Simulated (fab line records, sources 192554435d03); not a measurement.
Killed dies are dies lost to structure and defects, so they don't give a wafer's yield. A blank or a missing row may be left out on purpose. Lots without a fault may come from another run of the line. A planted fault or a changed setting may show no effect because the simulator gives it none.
Chamber matching | flow n5_finfet | N5_BEOL_M11_CURE_71 on uv_cure-02: 3 sister chambers
The step cures SiCOH lowk, time 240 s. 6 wafers are shown with their chamber, then 7 later ones without.

WAFERS WITH THEIR CHAMBER
wafer  | chamber | wafer_temp_C_max | lamp_power_pct (%)
L077.3 | 0       | 386.6            | 52.39
L077.4 | 0       | 386.4            | 52.27
L086.4 | 2       | 387.0            | 52.34
L086.6 | 2       | 387.5            | 52.36
L088.1 | 1       | 385.9            | 52.34
L088.2 | 1       | 386.2            | 52.29

WAFERS WITHOUT THEIR CHAMBER
wafer  | wafer_temp_C_max | lamp_power_pct (%)
L088.3 | 386.3            | 52.24
L087.1 | 386.2            | 52.29
L087.2 | 386.3            | 52.31
L087.3 | 386.6            | 52.34
L092.2 | 386.0            | 52.26
L092.4 | 385.9            | 52.30
L092.6 | 385.3            | 52.27

WHICH CHAMBER EACH WENT THROUGH
wafer  | from the rows above     | in truth
L088.3 | can't be placed: 1 or 0 | 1
L087.1 | can't be placed: 1 or 0 | 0
L087.2 | can't be placed: 0 or 1 | 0
L087.3 | can't be placed: 0 or 1 | 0
L092.2 | can't be placed: 1 or 0 | 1
L092.4 | can't be placed: 1 or 0 | 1
L092.6 | can't be placed: 1 or 0 | 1
Placed correctly: 0 of 7. Can't be placed from these rows: 7 (the true chamber is among the candidates in 7). Placed wrongly: 0.
How it was worked out, from the rows above alone: a wafer's distance from a chamber is the root of the sum, over the readings, of the square of ((its reading less the chamber's mean) divided by the reading's scatter). The wafer belongs to the nearest chamber; if the next one is less than 2 further off, it can't be placed. A chamber's mean is the mean of its shown wafers. The scatter: the root of (the sum of the squares of (reading less its chamber's mean) over the shown wafers, divided by (wafers less chambers)).
